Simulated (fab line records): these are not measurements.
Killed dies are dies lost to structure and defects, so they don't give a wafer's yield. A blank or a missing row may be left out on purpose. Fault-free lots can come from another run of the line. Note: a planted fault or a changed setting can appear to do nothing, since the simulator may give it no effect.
Struck lot and sound lot, side by side    flow n5-finfet    38 steps out of a route of 1938
Sound: these wafers, L234.1, L234.3, L234.4. Struck: wafer L247.2 (L247.1, L247.6, from the same lot, were not struck and are left out); the cause is given at the end.
Order at every step that has rows: each side's tool, ch and its chambers, its first start. Under that, the readings that differ: sound wafers    struck wafers    difference of the means    sigmas: that difference in standard deviations of wafers without a fault.
alike: readings with means less than 2 such deviations apart, plus words and numbers identical on both sides. not compared: withheld readings, readings lacking a value on some wafer, bounds such as >300 that could conceal the same value, and numbers that have no deviation in the record and whose values overlap.
Wherever a step has rows on one side only, a row that says differs or no value, or a row with sigmas, the two part there. When numbers do not overlap yet have no deviation, they are printed without sigmas and do not part them. A reading missing from all wafers of one side parts the sides only when that side holds two or more wafers.

first, 9 steps without rows for these wafers: N5_BEOL_M3_SOFTBAKE_23 (time 60 s); N5_BEOL_M3_EXPOSE_25 (exposes mask V2, defocus 5 nm); N5_BEOL_M3_PEB_26 (peb time 60 s); N5_BEOL_M3_DEVELOP_27 (develop time 30 s); N5_BEOL_M3_DESCUM_33 (chemistry O2, time 7 s); N5_BEOL_M3_ETCH_77 (etches underlayer in N2/H2, target depth 6.5 nm, time 5.2 s); N5_BEOL_M3_ETCH_69 (etches SiARC in CF4, target depth 15.6 nm, time 26 s); N5_BEOL_M3_ALD_98 (deposits SiO2, target thk 2.5 nm, pulse time 1 s, co reactant pulse time 1 s); N5_BEOL_M3_ETCHBACK_99 (etches SiO2 in CHF3, target depth 5 nm, time 10.4 s).
N5_BEOL_M3_ETCH_70: etches SOC in N2/H2, target depth 80 nm, overetch 16 nm, time 120 s.
  sound on rie-diel-02 ch 1,3, day 8 14:50; struck on rie-diel-02 ch 2, day 12 02:06
  alike: drypump-motor-current-A, n2-flow-sccm, oes-product-au, rf-vpp-V, showerhead-plenum-p-Torr, throttle-valve-pct
  not compared: rf-hours-counter-h
then, 27 steps without rows for these wafers: N5_BEOL_M3_STRIP_71 (strips in N2/H2); N5_BEOL_M3_STRIP_78 (strips in N2/H2); N5_BEOL_M3_VIA_ETCH_34 (etches the open film in C4F6/O2, target depth 69.4 nm, time 65.9 s); N5_BEOL_M3_STRIP_83 (strips in C4F6/O2); N5_BEOL_M3_STRIP_36 (strips in N2/H2); N5_BEOL_M3_TRENCH_ETCH_37 (etches SiOC in C4F6/O2, target depth 55.555 nm, time 29.2 s); N5_BEOL_M3_ETCH_41 (etches SiCN in CH3F/O2, target depth 29.9 nm, time 52.5 s); N5_BEOL_M3_STRIP_97 (strips in N2/H2, time 10 s); N5_BEOL_M3_HM_STRIP_39 (strips TiN in peroxide tin strip, target depth 25 nm, time 158 s); N5_BEOL_M3_SRD_40 (time 30 s); N5_BEOL_M3_PRECLEAN_42 (cleans in residue remover, time 60 s); N5_BEOL_M3_SRD_43 (time 30 s); N5_BEOL_M3_DEGAS_44 (time 60 s); N5_BEOL_M3_PRE_CLEAN_45 (time 30 s); N5_BEOL_M3_ALD_84 (deposits TaN, pulse time 2 s, purge time 3 s, co reactant purge time 2 s); N5_BEOL_M3_SURFACE_TREAT_85; N5_BEOL_M3_CVD_47 (deposits Co from CCTBA/H2, target thk 3 nm, time 223.8 s); N5_BEOL_M3_SPUTTER_48 (material Cu, target thk 4.5 nm, time 8.29 s); N5_BEOL_M3_ANNEAL_49 (time 240 s); N5_BEOL_M3_SPUTTER_79 (material Cu, target thk 4.5 nm, time 8.29 s); N5_BEOL_M3_ANNEAL_80 (time 240 s); N5_BEOL_M3_SPUTTER_81 (material Cu, target thk 4.5 nm, time 8.29 s); N5_BEOL_M3_ANNEAL_82 (time 240 s); N5_BEOL_M3_SPUTTER_86 (material Cu, target thk 4.5 nm, time 8.29 s); N5_BEOL_M3_ANNEAL_87 (time 240 s); N5_BEOL_M3_SPUTTER_88 (material Cu, target thk 4.5 nm, time 8.29 s); N5_BEOL_M3_ANNEAL_89 (time 240 s).
-- a jump in the record: the struck wafers' starts before and after are 6 days apart (it breaks off in module BEOL_M3 and resumes in module PASSIVATION, where the first step shown is number 1936 of the route) --
N5_PASSIVATION_PROBE_49:
  struck on prober-02, day 18 01:04; sound on prober-01, day 14 05:43
reading                   sound           struck  difference  sigmas
defect-limited-yield (%)  92.4 89.6 90.2  78.6    -12.1       -9
killed_at_M0_to_M3        43 42 55        186     +139        +14
killed-dies               90 123 116      252     +142        +8
sort_bin_5_function (%)   4.2 5.8 5.8     12.0    +6.7        +8
sort-n-pass               1090 1057 1064  928     -142        -8
sort-yield-pct (%)        92.4 89.6 90.2  78.6    -12.1       -9
  alike: killed_at_M4_up, killed-at-contacts, killed-at-front-end, killed-at-other, killed-open, killed-short, sort_bin_6_memory

WHERE THEY PART
N5_PASSIVATION_PROBE_49 only, going by this record.

WHY: what had been put in by the simulator
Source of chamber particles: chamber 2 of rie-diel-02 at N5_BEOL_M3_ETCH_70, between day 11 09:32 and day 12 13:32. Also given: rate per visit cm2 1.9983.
